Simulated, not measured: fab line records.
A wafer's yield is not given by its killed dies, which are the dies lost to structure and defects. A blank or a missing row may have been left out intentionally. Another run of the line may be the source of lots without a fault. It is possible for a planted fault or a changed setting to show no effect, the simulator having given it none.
fab line records | flow n5-finfet | part 1 of 2: steps 1 to 17 of 26
record lots=5 | wafers=15 | last-day=19
route steps=1938 shown HKMG_FIN@396
lots that met no fault: taken from a fault-free run of the same line
start-h: hours from the record's opening day to when the first of the lot's shown wafers began | wait-h: time in hours since the lot's previous step | " identical to the entry in the row above | L1.1+2: several wafers, shown together as one row | - value missing, or start not given | * or withheld: withheld | < > ~ a bound
route shown NAME@n: names a module that has steps shown in the file, with the first one's number in the route | usual: the fault-free wafers' mean and standard deviation | same: alike in all rows | chamber/n: place in a boat | sites: per-site readings | _std_site: their standard deviation | _edge_site: the outer-site mean with the inner-site mean subtracted | radius-mm: for every site, how far away it sits from the centre of the wafer | mask NAME#n: copy n | behind: the last tool/chamber to shape the wafer | hold: reason for holding the lot/hours on hold/outcome of the hold | device: which transistor (n, p or np) failed to switch | end of line: the route-end tests of the same wafers | where a step has no rows: the recipe by itself | killed: dies that structure and defects cost at the first sort, which is not the same as the wafer's yield | map: a wafer's dies, marking killed ones x, the rest . and places with no die _
set.NAME: the setting as run; set.NAME@STEP: as run at that earlier step | model.NAME: the simulator's own value behind a step, which no gauge read
certain route steps with their lots: each step a table, each wafer a row
services: a tool's chamber out of use, with start hour (start-h, from the record's first day; less than 0 if before it), hours out, and reason
## steps
# step N5_HKMG_FIN_PEB_47
# recipe peb-temp-c=withheld | peb-time-s=60 | resist=CAR-ArF
lot.wafer  | tool           | chamber | start-h | wait-h
L081.1+4+6 | litho-track-05 | 0       | 114.23  | 0.1
L080.3+4+5 | litho-track-03 | 0       | 116.58  | 0.0
L085.1+4+5 | litho-track-02 | 0       | 138.53  | 0.1
L090.1+5+6 | litho-track-03 | 0       | 168.08  | 0.1
L094.4+5+6 | litho-track-03 | 0       | 195.01  | 0.0
# step N5_HKMG_FIN_DEVELOP_48
# recipe develop-time-s=30 | developer=TMAH | resist=CAR-ArF | rinse-liquid=diw | dry=air-spin | dev-temp-c=23
# usual developer-temp-C=22.99/0.1
lot.wafer | tool           | chamber | start-h | wait-h | developer-temp-C
L081.1    | litho-track-05 | 0       | -       | -      | 22.99
L081.4    | "              | 0       | "       | "      | 23.02
L081.6    | "              | 0       | "       | "      | 22.78
L080.3    | litho-track-03 | 0       | -       | -      | 23.10
L080.4    | "              | 0       | "       | "      | 22.95
L080.5    | "              | 0       | "       | "      | 22.90
L085.1    | litho-track-02 | 0       | -       | -      | 22.96
L085.4    | "              | 0       | "       | "      | 22.92
L085.5    | "              | 0       | "       | "      | 22.84
L090.1    | litho-track-03 | 0       | -       | -      | 23.04
L090.5    | "              | 0       | "       | "      | 22.84
L090.6    | "              | 0       | "       | "      | 22.97
L094.4    | litho-track-03 | 0       | -       | -      | 22.91
L094.5    | "              | 0       | "       | "      | 22.91
L094.6    | "              | 0       | "       | "      | 22.85
# step N5_HKMG_FIN_CD_MEAS_49
# recipe target-cd-nm=202 | landing-energy-ev=500 | detector=se-inlens | polarity=opening
# usual cd-nm=202.1/0.63
lot.wafer | tool      | chamber | start-h | wait-h | cd-nm
L081.1    | cd-sem-03 | 0       | 114.30  | -      | 202.8
L081.4    | "         | 0       | "       | "      | 202.2
L081.6    | "         | 0       | "       | "      | 202.0
L080.3    | cd-sem-03 | 0       | 116.64  | -      | 201.1
L080.4    | "         | 0       | "       | "      | 202.3
L080.5    | "         | 0       | "       | "      | 202.5
L085.1    | cd-sem-03 | 0       | 138.59  | -      | 201.9
L085.4    | "         | 0       | "       | "      | 201.7
L085.5    | "         | 0       | "       | "      | 201.9
L090.1    | cd-sem-02 | 0       | 168.15  | -      | 201.3
L090.5    | "         | 0       | "       | "      | 202.6
L090.6    | "         | 0       | "       | "      | 201.5
L094.4    | cd-sem-03 | 0       | 195.08  | -      | 203.5
L094.5    | "         | 0       | "       | "      | 203.1
L094.6    | "         | 0       | "       | "      | 202.6
# step N5_HKMG_FIN_OVL_MEAS_50
# recipe points-per-wafer=44
# usual NDIPOLE_OVL=-0.3/0.88
lot.wafer | tool       | chamber | start-h | wait-h | NDIPOLE_OVL[nm]
L081.1    | overlay-01 | 0       | 114.33  | 0.0    | -1.3
L081.4    | "          | 0       | "       | "      | -1.6
L081.6    | "          | 0       | "       | "      | -0.4
L080.3    | overlay-02 | 0       | 116.67  | 0.0    | -1.5
L080.4    | "          | 0       | "       | "      | -1.1
L080.5    | "          | 0       | "       | "      | -1.2
L085.1    | overlay-01 | 0       | 138.62  | 0.0    | 1.2
L085.4    | "          | 0       | "       | "      | 1.1
L085.5    | "          | 0       | "       | "      | 0.4
L090.1    | overlay-01 | 0       | 168.18  | 0.0    | 0.4
L090.5    | "          | 0       | "       | "      | -0.6
L090.6    | "          | 0       | "       | "      | 0.1
L094.4    | overlay-01 | 0       | 195.11  | 0.0    | 0.4
L094.5    | "          | 0       | "       | "      | -0.2
L094.6    | "          | 0       | "       | "      | -0.5
# step N5_HKMG_FIN_INSPECT_61
# recipe mode=adi | inspect-instrument=macro
# usual raw-defect-count=2.0/1.3
lot.wafer | tool              | chamber | start-h | wait-h | raw-defect-count
L081.1    | defect-inspect-01 | -       | 114.35  | 0.0    | 1
L081.4    | "                 | -       | "       | "      | 2
L081.6    | "                 | -       | "       | "      | 2
L080.3    | defect-inspect-02 | -       | 116.70  | 0.0    | 1
L080.4    | "                 | -       | "       | "      | 2
L080.5    | "                 | -       | "       | "      | 1
L085.1    | defect-inspect-01 | -       | 138.65  | 0.0    | 1
L085.4    | "                 | -       | "       | "      | 2
L085.5    | "                 | -       | "       | "      | 4
L090.1    | defect-inspect-01 | -       | 168.20  | 0.0    | 2
L090.5    | "                 | -       | "       | "      | 3
L090.6    | "                 | -       | "       | "      | 4
L094.4    | defect-inspect-02 | -       | 195.13  | 0.0    | 3
L094.5    | "                 | -       | "       | "      | 4
L094.6    | "                 | -       | "       | "      | 2
# step N5_HKMG_FIN_DESCUM_53
# recipe chemistry=O2 | time-s=7.9 | source-power-w=50 | bias-power-w=20 | pressure-mtorr=20 | rf-frequency-hz=2.712e+07 | temp-c=40 | resist=CAR-ArF | o2-flow-sccm=225
# usual drypump-motor-current-A=5.71/0.25 | oes-product-au=0.81/0.092 | rf-vpp-V=243.7/1.3 | showerhead-plenum-p-Torr=2.12/0.07 | throttle-valve-pct=20.30/0.25
lot.wafer | tool        | chamber | start-h | wait-h | drypump-motor-current-A | oes-product-au | rf-hours-counter-h | rf-vpp-V | showerhead-plenum-p-Torr | throttle-valve-pct
L081.1    | rie-diel-06 | 1       | 114.39  | 0.0    | 5.60                    | 0.86           | 54                 | 241.2    | 2.05                     | 20.20
L081.4    | "           | 0       | "       | "      | 5.56                    | 0.90           | 30                 | 244.4    | 2.22                     | 20.37
L081.6    | "           | 0       | "       | "      | 5.59                    | 0.88           | -                  | 243.9    | 2.22                     | 20.38
L080.3    | rie-diel-04 | 1       | 116.73  | 0.0    | 6.04                    | 0.67           | 242                | 244.3    | 2.14                     | 20.67
L080.4    | "           | 2       | "       | "      | 5.45                    | 0.70           | 196                | 242.3    | 1.99                     | 20.85
L080.5    | "           | 3       | "       | "      | 6.05                    | 0.92           | -                  | 245.1    | 2.24                     | 20.40
L085.1    | rie-diel-06 | 2       | 138.80  | 0.2    | 5.73                    | 0.91           | 25                 | 244.3    | 2.22                     | 19.95
L085.4    | "           | 1       | "       | "      | 5.62                    | 0.84           | 64                 | 242.8    | 2.04                     | 20.20
L085.5    | "           | 1       | "       | "      | 5.60                    | 0.84           | -                  | 243.0    | 2.04                     | 20.20
L090.1    | rie-diel-06 | 1       | 168.23  | 0.0    | 5.62                    | 0.84           | 74                 | 241.8    | 2.04                     | 20.21
L090.5    | "           | 1       | "       | "      | 5.62                    | 0.84           | -                  | 241.2    | 2.04                     | 20.23
L090.6    | "           | 0       | "       | "      | 5.62                    | 0.87           | -                  | 245.4    | 2.21                     | 20.39
L094.4    | rie-diel-06 | 1       | 195.24  | 0.1    | 5.58                    | 0.82           | 85                 | 241.3    | 2.04                     | 20.23
L094.5    | "           | 2       | "       | "      | 5.74                    | 0.87           | -                  | 245.3    | 2.21                     | 20.00
L094.6    | "           | 3       | "       | "      | 5.27                    | 1.01           | -                  | 245.7    | 2.13                     | 19.75
# step N5_HKMG_FIN_ETCH_54
# recipe chemistry=CF4 | target=SiARC | target-depth-a=455 | mask-material=CAR-ArF | time-s=75.8 | ion-energy-ev=80 | pressure-mtorr=40 | source-w=545 | bias-w=36 | Ar_flow_sccm=100 | cf4-flow-sccm=100 | ends=cleared
# usual bias-w=36.00/0.1 | drypump-motor-current-A=5.71/0.25 | etch-rf-on-time-s=75.7/1.6 | oes-product-au=0.69/0.078 | rf-vpp-V=184.5/1.2 | showerhead-plenum-p-Torr=2.18/0.07 | throttle-valve-pct=15.51/0.24
lot.wafer | tool        | chamber | start-h | wait-h | bias-w | drypump-motor-current-A | etch-rf-on-time-s | oes-product-au | rf-hours-counter-h | rf-vpp-V | showerhead-plenum-p-Torr | throttle-valve-pct
L081.1    | rie-diel-06 | 1       | 114.42  | 0.0    | 35.95  | 5.63                    | 72.9              | 0.76           | 54                 | 181.7    | 2.11                     | 15.39
L081.4    | "           | 0       | "       | "      | 35.99  | 5.60                    | 74.6              | 0.76           | 30                 | 185.5    | 2.27                     | 15.57
L081.6    | "           | 0       | "       | "      | 35.86  | 5.56                    | 74.8              | 0.75           | -                  | 185.8    | 2.27                     | 15.56
L080.3    | rie-diel-04 | 1       | 116.76  | 0.0    | 36.27  | 6.05                    | 76.7              | 0.57           | 242                | 185.3    | 2.18                     | 15.87
L080.4    | "           | 2       | "       | "      | 36.08  | 5.46                    | 75.1              | 0.61           | 196                | 182.0    | 2.04                     | 15.99
L080.5    | "           | 3       | "       | "      | 36.07  | 6.03                    | 73.8              | 0.79           | -                  | 185.8    | 2.28                     | 15.48
L085.1    | rie-diel-06 | 2       | 138.84  | 0.0    | 35.99  | 5.75                    | 75.5              | 0.77           | 25                 | 185.7    | 2.28                     | 15.19
L085.4    | "           | 1       | "       | "      | 35.99  | 5.61                    | 74.8              | 0.73           | 64                 | 184.1    | 2.10                     | 15.39
L085.5    | "           | 1       | "       | "      | 35.94  | 5.61                    | 74.9              | 0.74           | -                  | 183.5    | 2.10                     | 15.40
L090.1    | rie-diel-06 | 1       | 168.27  | 0.0    | 35.97  | 5.61                    | 73.6              | 0.73           | 74                 | 184.0    | 2.10                     | 15.39
L090.5    | "           | 1       | "       | "      | 36.14  | 5.60                    | 74.4              | 0.72           | -                  | 183.6    | 2.10                     | 15.40
L090.6    | "           | 0       | "       | "      | 36.00  | 5.58                    | 74.6              | 0.74           | -                  | 186.1    | 2.26                     | 15.60
L094.4    | rie-diel-06 | 1       | 195.28  | 0.0    | 36.08  | 5.59                    | 73.6              | 0.73           | 85                 | 183.2    | 2.10                     | 15.44
L094.5    | "           | 2       | "       | "      | 36.08  | 5.74                    | 74.8              | 0.74           | -                  | 186.2    | 2.27                     | 15.24
L094.6    | "           | 3       | "       | "      | 36.01  | 5.25                    | 73.8              | 0.88           | -                  | 184.8    | 2.20                     | 15.04
# step N5_HKMG_FIN_ETCH_55
# recipe chemistry=N2/H2 | target=SOC | target-depth-a=2400 | temp-c=40 | time-s=300 | ion-energy-ev=200 | mask-material=SiARC | pressure-mtorr=30 | source-w=840 | bias-w=150 | n2-flow-sccm=200 | h2-flow-sccm=200
# usual bias-w=150.0/0.45 | drypump-motor-current-A=5.72/0.25 | oes-product-au=0.81/0.091 | rf-vpp-V=525.0/2.5 | showerhead-plenum-p-Torr=2.59/0.088 | throttle-valve-pct=17.76/0.29
lot.wafer | tool        | chamber | start-h | wait-h | bias-w | drypump-motor-current-A | oes-product-au | rf-hours-counter-h | rf-vpp-V | showerhead-plenum-p-Torr | throttle-valve-pct
L081.1    | rie-diel-06 | 1       | 114.48  | 0.0    | 149.3  | 5.61                    | 0.88           | 54                 | 522.4    | 2.49                     | 17.71
L081.4    | "           | 0       | "       | "      | 150.1  | 5.60                    | 0.89           | 30                 | 529.0    | 2.72                     | 17.86
L081.6    | "           | 0       | "       | "      | 150.2  | 5.58                    | 0.87           | -                  | 527.8    | 2.72                     | 17.84
L080.3    | rie-diel-04 | 1       | 116.82  | 0.0    | 149.6  | 6.06                    | 0.65           | 242                | 525.9    | 2.61                     | 18.12
L080.4    | "           | 2       | "       | "      | 149.8  | 5.46                    | 0.71           | 196                | 519.3    | 2.43                     | 18.36
L080.5    | "           | 3       | "       | "      | 150.5  | 6.05                    | 0.92           | -                  | 526.8    | 2.72                     | 17.76
L085.1    | rie-diel-06 | 2       | 138.89  | 0.0    | 150.7  | 5.74                    | 0.91           | 25                 | 528.0    | 2.70                     | 17.30
L085.4    | "           | 1       | "       | "      | 149.6  | 5.61                    | 0.87           | 64                 | 521.9    | 2.48                     | 17.72
L085.5    | "           | 1       | "       | "      | 150.2  | 5.62                    | 0.87           | -                  | 522.7    | 2.48                     | 17.73
L090.1    | rie-diel-06 | 1       | 168.33  | 0.0    | 150.5  | 5.63                    | 0.86           | 75                 | 521.2    | 2.48                     | 17.74
L090.5    | "           | 1       | "       | "      | 149.6  | 5.63                    | 0.85           | -                  | 520.7    | 2.48                     | 17.76
L090.6    | "           | 0       | "       | "      | 149.8  | 5.60                    | 0.85           | -                  | 528.4    | 2.71                     | 17.85
L094.4    | rie-diel-06 | 1       | 195.33  | 0.0    | 149.9  | 5.63                    | 0.85           | 85                 | 522.4    | 2.47                     | 17.75
L094.5    | "           | 2       | "       | "      | 150.3  | 5.77                    | 0.88           | -                  | 527.6    | 2.69                     | 17.33
L094.6    | "           | 3       | "       | "      | 149.4  | 5.27                    | 1.05           | -                  | 524.3    | 2.60                     | 17.32
# step N5_HKMG_FIN_STRIP_56
# recipe chemistry=N2/H2 | temp-c=40 | n2-flow-sccm=200 | h2-flow-sccm=200 | rf-frequency-hz=6e+07
lot.wafer  | tool        | chamber | start-h | wait-h
L081.1+4+6 | rie-diel-06 | 1,0,0   | 114.66  | 0.1
L080.3+4+5 | rie-diel-04 | 1,2,3   | 117.00  | 0.1
L085.1+4+5 | rie-diel-06 | 2,1,1   | 139.08  | 0.1
L090.1+5+6 | rie-diel-06 | 1,1,0   | 168.51  | 0.1
L094.4+5+6 | rie-diel-06 | 1,2,3   | 195.51  | 0.1
# step N5_HKMG_FIN_STRIP_57
# recipe chemistry=CF4 | resist=SiARC | power-w=300 | bias-power-w=75 | pressure-mtorr=50 | cf4-flow-sccm=150 | rf-frequency-hz=6e+07
# usual drypump-motor-current-A=5.71/0.24 | oes-product-au=0.80/0.084 | rf-vpp-V=271.8/1.4 | showerhead-plenum-p-Torr=1.82/0.057 | throttle-valve-pct=13.47/0.25
lot.wafer | tool        | chamber | start-h | wait-h | drypump-motor-current-A | oes-product-au | rf-hours-counter-h | rf-vpp-V | showerhead-plenum-p-Torr | throttle-valve-pct
L081.1    | rie-diel-06 | 1       | 114.67  | 0.0    | 5.59                    | 0.85           | 54                 | 269.8    | 1.77                     | 13.32
L081.4    | "           | 0       | "       | "      | 5.55                    | 0.87           | 30                 | 273.0    | 1.91                     | 13.50
L081.6    | "           | 0       | "       | "      | 5.57                    | 0.87           | -                  | 274.3    | 1.91                     | 13.52
L080.3    | rie-diel-04 | 1       | 117.01  | 0.0    | 6.05                    | 0.67           | 243                | 272.8    | 1.82                     | 13.87
L080.4    | "           | 2       | "       | "      | 5.46                    | 0.70           | 196                | 270.0    | 1.70                     | 13.94
L080.5    | "           | 3       | "       | "      | 6.02                    | 0.90           | -                  | 273.1    | 1.90                     | 13.41
L085.1    | rie-diel-06 | 2       | 139.09  | 0.0    | 5.76                    | 0.89           | 25                 | 273.0    | 1.90                     | 13.12
L085.4    | "           | 1       | "       | "      | 5.63                    | 0.85           | 64                 | 269.5    | 1.76                     | 13.34
L085.5    | "           | 1       | "       | "      | 5.63                    | 0.85           | -                  | 270.5    | 1.76                     | 13.33
L090.1    | rie-diel-06 | 1       | 168.52  | 0.0    | 5.61                    | 0.83           | 75                 | 268.9    | 1.76                     | 13.35
L090.5    | "           | 1       | "       | "      | 5.61                    | 0.83           | -                  | 270.3    | 1.76                     | 13.37
L090.6    | "           | 0       | "       | "      | 5.57                    | 0.85           | -                  | 274.0    | 1.90                     | 13.55
L094.4    | rie-diel-06 | 1       | 195.52  | 0.0    | 5.60                    | 0.83           | 85                 | 270.0    | 1.76                     | 13.37
L094.5    | "           | 2       | "       | "      | 5.76                    | 0.85           | -                  | 272.5    | 1.89                     | 13.18
L094.6    | "           | 3       | "       | "      | 5.25                    | 1.00           | -                  | 271.3    | 1.84                     | 12.98
# step N5_HKMG_FIN_ETCH_58
# recipe chemistry=N2/H2 | target=SOC | target-depth-a=2158 | ion-energy-ev=50 | bias-w=13 | time-s=741 | pressure-mtorr=30 | source-w=875 | n2-flow-sccm=200 | h2-flow-sccm=200
# usual bias-w=13.00/0.039 | drypump-motor-current-A=5.71/0.24 | oes-product-au=0.81/0.091 | rf-vpp-V=99.2/1 | showerhead-plenum-p-Torr=2.59/0.087 | throttle-valve-pct=17.71/0.29
lot.wafer | tool        | chamber | start-h | wait-h | bias-w | drypump-motor-current-A | oes-product-au | rf-hours-counter-h | rf-vpp-V | showerhead-plenum-p-Torr | throttle-valve-pct
L081.1    | rie-diel-06 | 1       | 114.69  | 0.0    | 12.99  | 5.63                    | 0.88           | 55                 | 98.4     | 2.49                     | 17.67
L081.4    | "           | 0       | "       | "      | 12.95  | 5.61                    | 0.87           | 30                 | 98.8     | 2.72                     | 17.79
L081.6    | "           | 0       | "       | "      | 13.02  | 5.58                    | 0.87           | -                  | 99.0     | 2.72                     | 17.81
L080.3    | rie-diel-04 | 1       | 117.03  | 0.0    | 13.02  | 6.04                    | 0.65           | 243                | 98.9     | 2.61                     | 18.08
L080.4    | "           | 2       | "       | "      | 12.97  | 5.45                    | 0.70           | 196                | 99.0     | 2.43                     | 18.32
L080.5    | "           | 3       | "       | "      | 12.94  | 6.05                    | 0.92           | -                  | 99.1     | 2.72                     | 17.71
L085.1    | rie-diel-06 | 2       | 139.11  | 0.0    | 13.07  | 5.79                    | 0.90           | 25                 | 99.3     | 2.70                     | 17.26
L085.4    | "           | 1       | "       | "      | 13.08  | 5.61                    | 0.86           | 65                 | 98.4     | 2.48                     | 17.69
L085.5    | "           | 1       | "       | "      | 12.98  | 5.63                    | 0.86           | -                  | 100.1    | 2.48                     | 17.67
L090.1    | rie-diel-06 | 1       | 168.54  | 0.0    | 13.01  | 5.62                    | 0.85           | 75                 | 97.1     | 2.48                     | 17.71
L090.5    | "           | 1       | "       | "      | 13.02  | 5.63                    | 0.86           | -                  | 98.6     | 2.48                     | 17.72
L090.6    | "           | 0       | "       | "      | 12.94  | 5.60                    | 0.86           | -                  | 100.0    | 2.71                     | 17.83
L094.4    | rie-diel-06 | 1       | 195.54  | 0.0    | 12.99  | 5.62                    | 0.83           | 85                 | 98.3     | 2.47                     | 17.70
L094.5    | "           | 2       | "       | "      | 12.99  | 5.73                    | 0.86           | -                  | 99.9     | 2.69                     | 17.28
L094.6    | "           | 3       | "       | "      | 12.97  | 5.26                    | 1.03           | -                  | 98.5     | 2.60                     | 17.28
# step N5_HKMG_FIN_STRIP_93
# recipe chemistry=N2/H2 | material=SOC | time-s=20 | power-w=500 | temp-c=40 | pressure-mtorr=50 | rf-frequency-hz=6e+07 | bias-power-w=8 | h2-frac=0.5 | n2-flow-sccm=300 | h2-flow-sccm=300
# usual drypump-motor-current-A=5.72/0.25 | oes-product-au=0.81/0.087 | rf-vpp-V=54.3/0.82 | showerhead-plenum-p-Torr=3.42/0.11 | throttle-valve-pct=19.0/0.4
lot.wafer | tool        | chamber | start-h | wait-h | drypump-motor-current-A | oes-product-au | rf-hours-counter-h | rf-vpp-V | showerhead-plenum-p-Torr | throttle-valve-pct
L081.1    | rie-diel-06 | 1       | 115.11  | 0.2    | 5.63                    | 0.86           | 55                 | 52.2     | 3.29                     | 19.4
L081.4    | "           | 0       | "       | "      | 5.59                    | 0.88           | 30                 | 55.1     | 3.58                     | 18.9
L081.6    | "           | 0       | "       | "      | 5.59                    | 0.88           | -                  | 54.0     | 3.58                     | 18.9
L080.3    | rie-diel-04 | 1       | 117.46  | 0.2    | 6.04                    | 0.67           | 243                | 54.8     | 3.44                     | 19.2
L080.4    | "           | 2       | "       | "      | 5.46                    | 0.71           | 196                | 54.6     | 3.21                     | 19.5
L080.5    | "           | 3       | "       | "      | 6.04                    | 0.91           | -                  | 54.3     | 3.58                     | 18.9
L085.1    | rie-diel-06 | 2       | 139.53  | 0.2    | 5.78                    | 0.89           | 26                 | 55.4     | 3.56                     | 18.3
L085.4    | "           | 1       | "       | "      | 5.62                    | 0.86           | 65                 | 54.3     | 3.28                     | 19.4
L085.5    | "           | 1       | "       | "      | 5.63                    | 0.86           | -                  | 54.6     | 3.28                     | 19.4
L090.1    | rie-diel-06 | 1       | 168.96  | 0.2    | 5.62                    | 0.85           | 75                 | 53.7     | 3.28                     | 19.4
L090.5    | "           | 1       | "       | "      | 5.62                    | 0.86           | -                  | 54.2     | 3.28                     | 19.4
L090.6    | "           | 0       | "       | "      | 5.59                    | 0.86           | -                  | 55.2     | 3.57                     | 18.9
L094.4    | rie-diel-06 | 1       | 195.97  | 0.2    | 5.64                    | 0.84           | 85                 | 53.4     | 3.27                     | 19.4
L094.5    | "           | 2       | "       | "      | 5.75                    | 0.86           | -                  | 53.7     | 3.54                     | 18.4
L094.6    | "           | 3       | "       | "      | 5.26                    | 1.02           | -                  | 55.3     | 3.43                     | 18.8
# step N5_HKMG_FIN_WET_ETCH_76
# recipe chemistry=dNH4OH | mix=1:50 | temp-c=25 | target=Al2O3 | stop-on=La2O3 | target-depth-nm=2.25 | dry=ipa-marangoni | rinse-time-s=30 | rinse-temp-c=23
# usual bath-heat-duty-pct=6.2/0.79
lot.wafer | tool         | chamber | start-h | wait-h | bath-heat-duty-pct
L081.1    | wet-bench-06 | 7       | 115.20  | 0.1    | 4.4
L081.4    | "            | 0       | "       | "      | 6.1
L081.6    | "            | 2       | "       | "      | 7.2
L080.3    | wet-bench-04 | 6       | 117.54  | 0.1    | 6.2
L080.4    | "            | 2       | "       | "      | 6.2
L080.5    | "            | 0       | "       | "      | 6.9
L085.1    | wet-bench-05 | 5       | 139.61  | 0.1    | 6.2
L085.4    | "            | 4       | "       | "      | 7.2
L085.5    | "            | 0       | "       | "      | 5.2
L090.1    | wet-bench-04 | 5       | 169.04  | 0.1    | 5.5
L090.5    | "            | 3       | "       | "      | 6.4
L090.6    | "            | 4       | "       | "      | 5.8
L094.4    | wet-bench-04 | 4       | 196.05  | 0.1    | 6.9
L094.5    | "            | 5       | "       | "      | 5.7
L094.6    | "            | 1       | "       | "      | 6.1
# step N5_HKMG_FIN_STRIP_60
# recipe chemistry=N2/H2 | power-w=2500 | temp-c=300 | h2-frac=0.65 | time-s=360 | pressure-mtorr=withheld | n2-flow-sccm=1750 | h2-flow-sccm=3250
# usual drypump-motor-current-A=5.43/0.11 | heater-power-w=469/13
lot.wafer | tool            | chamber | start-h | wait-h | drypump-motor-current-A | heater-power-w | rf-hours-counter-h
L081.1    | plasma-asher-02 | 0       | 115.26  | 0.0    | 5.43                    | 487            | 90
L081.4    | "               | 1       | "       | "      | 5.39                    | 469            | -
L081.6    | "               | 1       | "       | "      | 5.39                    | 486            | -
L080.3    | plasma-asher-02 | 0       | 117.73  | 0.1    | 5.45                    | 481            | -
L080.4    | "               | 1       | "       | "      | 5.40                    | 477            | -
L080.5    | "               | 0       | "       | "      | 5.43                    | 476            | -
L085.1    | plasma-asher-02 | 1       | 139.68  | 0.0    | 5.38                    | 473            | 98
L085.4    | "               | 1       | "       | "      | 5.38                    | 461            | -
L085.5    | "               | 1       | "       | "      | 5.39                    | 487            | -
L090.1    | plasma-asher-01 | 1       | 169.15  | 0.0    | 5.28                    | 443            | 52
L090.5    | "               | 1       | "       | "      | 5.28                    | 447            | -
L090.6    | "               | 0       | "       | "      | 5.60                    | 471            | -
L094.4    | plasma-asher-02 | 1       | 196.24  | 0.1    | 5.38                    | 467            | -
L094.5    | "               | 1       | "       | "      | 5.38                    | 487            | -
L094.6    | "               | 0       | "       | "      | 5.43                    | 485            | -
# step N5_HKMG_FIN_WET_ETCH_77
# recipe chemistry=dHCl | mix=1:10000 | temp-c=25 | target=La2O3 | stop-on=HfO2 | target-depth-nm=2
# usual bath-heat-duty-pct=6.3/0.77
lot.wafer | tool         | chamber | start-h | wait-h | bath-heat-duty-pct
L081.1    | wet-bench-04 | 7       | 115.65  | 0.3    | 6.5
L081.4    | "            | 0       | "       | "      | 6.1
L081.6    | "            | 1       | "       | "      | 5.1
L080.3    | wet-bench-06 | 4       | 117.99  | 0.1    | 7.0
L080.4    | "            | 2       | "       | "      | 6.2
L080.5    | "            | 6       | "       | "      | 4.8
L085.1    | wet-bench-06 | 6       | 140.07  | 0.3    | 6.6
L085.4    | "            | 2       | "       | "      | 6.5
L085.5    | "            | 5       | "       | "      | 7.7
L090.1    | wet-bench-06 | 6       | 169.54  | 0.3    | 6.5
L090.5    | "            | 3       | "       | "      | 6.7
L090.6    | "            | 7       | "       | "      | 4.9
L094.4    | wet-bench-05 | 2       | 196.51  | 0.1    | 5.3
L094.5    | "            | 1       | "       | "      | 6.2
L094.6    | "            | 7       | "       | "      | 6.4
# step N5_HKMG_FIN_WET_ETCH_78
# recipe chemistry=dNH4OH | mix=1:50 | temp-c=25 | target=Al2O3 | stop-on=La2O3 | target-depth-nm=4.5 | dry=ipa-marangoni | rinse-time-s=30 | rinse-temp-c=23
# usual bath-heat-duty-pct=6.3/0.73
lot.wafer | tool         | chamber | start-h | wait-h | bath-heat-duty-pct
L081.1    | wet-bench-04 | 7       | 115.68  | 0.0    | 6.5
L081.4    | "            | 0       | "       | "      | 6.1
L081.6    | "            | 1       | "       | "      | 6.4
L080.3    | wet-bench-06 | 4       | 118.02  | 0.0    | 7.0
L080.4    | "            | 2       | "       | "      | 6.2
L080.5    | "            | 6       | "       | "      | 6.3
L085.1    | wet-bench-06 | 6       | 140.10  | 0.0    | 6.2
L085.4    | "            | 2       | "       | "      | 6.8
L085.5    | "            | 5       | "       | "      | 7.4
L090.1    | wet-bench-06 | 6       | 169.57  | 0.0    | 5.7
L090.5    | "            | 3       | "       | "      | 6.1
L090.6    | "            | 7       | "       | "      | 4.9
L094.4    | wet-bench-05 | 2       | 196.54  | 0.0    | 4.4
L094.5    | "            | 1       | "       | "      | 6.8
L094.6    | "            | 7       | "       | "      | 6.8
# step N5_HKMG_FIN_ALD_79
# recipe material=TiN | target-thk-a=15 | temp-c=400 | ald-precursor-family=TiCl4 | ald-co-reactant=NH3 | pulse-time-s=1 | purge-time-s=3 | co-reactant-purge-time-s=2 | co-reactant-pulse-time-s=2 | ald-cycles=68 | pressure-torr=3
# usual chamber-pressure-Torr=2.999/0.0066 | heater-power-w=864/82 | precursor-pulse-height-rel=1.001/0.018 | susceptor-temp-C=399.99/0.19
# same purge-time-s=3
lot.wafer | tool         | chamber | start-h | wait-h | chamber-pressure-Torr | heater-power-w | precursor-pulse-height-rel | susceptor-temp-C
L081.1    | ald-metal-02 | 2       | 115.75  | 0.0    | 2.994                 | 796            | 0.993                      | 400.08
L081.4    | "            | 1       | "       | "      | 3.003                 | 884            | 1.003                      | 399.90
L081.6    | "            | 2       | "       | "      | 2.981                 | 783            | 0.990                      | 400.18
L080.3    | ald-metal-01 | 0       | 118.09  | 0.0    | 2.993                 | 890            | 0.995                      | 400.17
L080.4    | "            | 3       | "       | "      | 3.006                 | 901            | 0.991                      | 400.46
L080.5    | "            | 3       | "       | "      | 3.013                 | 873            | 1.030                      | 400.09
L085.1    | ald-metal-01 | 3       | 140.17  | 0.0    | 3.010                 | 900            | 0.992                      | 399.82
L085.4    | "            | 0       | "       | "      | 2.993                 | 892            | 0.998                      | 399.98
L085.5    | "            | 3       | "       | "      | 2.999                 | 873            | 0.999                      | 400.27
L090.1    | ald-metal-04 | 2       | 169.64  | 0.0    | 2.989                 | 839            | 1.025                      | 399.92
L090.5    | "            | 1       | "       | "      | 2.998                 | 779            | 0.993                      | 400.09
L090.6    | "            | 0       | "       | "      | 3.001                 | 833            | 0.993                      | 399.98
L094.4    | ald-metal-02 | 3       | 196.61  | 0.0    | 3.003                 | 789            | 1.020                      | 400.06
L094.5    | "            | 3       | "       | "      | 3.012                 | 810            | 1.008                      | 400.05
L094.6    | "            | 2       | "       | "      | 2.989                 | 795            | 1.002                      | 399.99
